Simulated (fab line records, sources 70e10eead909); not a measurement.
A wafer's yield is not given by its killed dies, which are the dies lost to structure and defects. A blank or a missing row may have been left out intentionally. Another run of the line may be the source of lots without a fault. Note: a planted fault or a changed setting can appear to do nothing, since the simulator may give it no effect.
Matching of chambers || flow nandHarc || 4 sister chambers for NHARC_A_STAIRCASE_TRIM_187 on rieDiel-13
The step chemistry O2, time 211.2 s. 4 wafers are shown with their chamber, then 8 later ones without.

## WAFERS PAIRED WITH THEIR CHAMBERS
{"wafer": "L081.5", "chamber": 2, "drypumpMotorCurrentA (A)": 5.1}
{"wafer": "L086.1", "chamber": 0, "drypumpMotorCurrentA (A)": 5.0}
{"wafer": "L086.3", "chamber": 1, "drypumpMotorCurrentA (A)": 5.4}
{"wafer": "L088.1", "chamber": 3, "drypumpMotorCurrentA (A)": 6.4}

## WAFERS WHOSE CHAMBER IS MISSING
{"wafer": "L088.2", "drypumpMotorCurrentA (A)": 5.1}
{"wafer": "L088.5", "drypumpMotorCurrentA (A)": 5.1}
{"wafer": "L089.4", "drypumpMotorCurrentA (A)": 6.4}
{"wafer": "L089.5", "drypumpMotorCurrentA (A)": 5.3}
{"wafer": "L089.6", "drypumpMotorCurrentA (A)": 5.1}
{"wafer": "L095.2", "drypumpMotorCurrentA (A)": 5.0}
{"wafer": "L095.3", "drypumpMotorCurrentA (A)": 5.1}
{"wafer": "L095.6", "drypumpMotorCurrentA (A)": 5.1}

## CHAMBER TAKEN BY EACH
{"wafer": "L088.2", "from the rows above": 2, "in truth": 2}
{"wafer": "L088.5", "from the rows above": 2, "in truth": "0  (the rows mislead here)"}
{"wafer": "L089.4", "from the rows above": 3, "in truth": 3}
{"wafer": "L089.5", "from the rows above": 1, "in truth": 1}
{"wafer": "L089.6", "from the rows above": 2, "in truth": 2}
{"wafer": "L095.2", "from the rows above": 0, "in truth": 0}
{"wafer": "L095.3", "from the rows above": 2, "in truth": 2}
{"wafer": "L095.6", "from the rows above": 2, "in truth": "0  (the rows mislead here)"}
Correctly placed: 6 of 8. Not placeable from these rows: 0. 2 placed wrongly.
How it was worked out, from the rows above alone: a wafer's distance from a chamber is the root of the sum, over the readings, of the square of ((its reading less the chamber's mean) divided by the reading's scatter). The wafer belongs to the nearest chamber; if the next one is less than 2 further off, it can't be placed. A chamber's mean is the mean of its shown wafers. The scatter: root of mean squared gap, hidden wafer to nearest shown wafer, with one shown wafer a chamber.
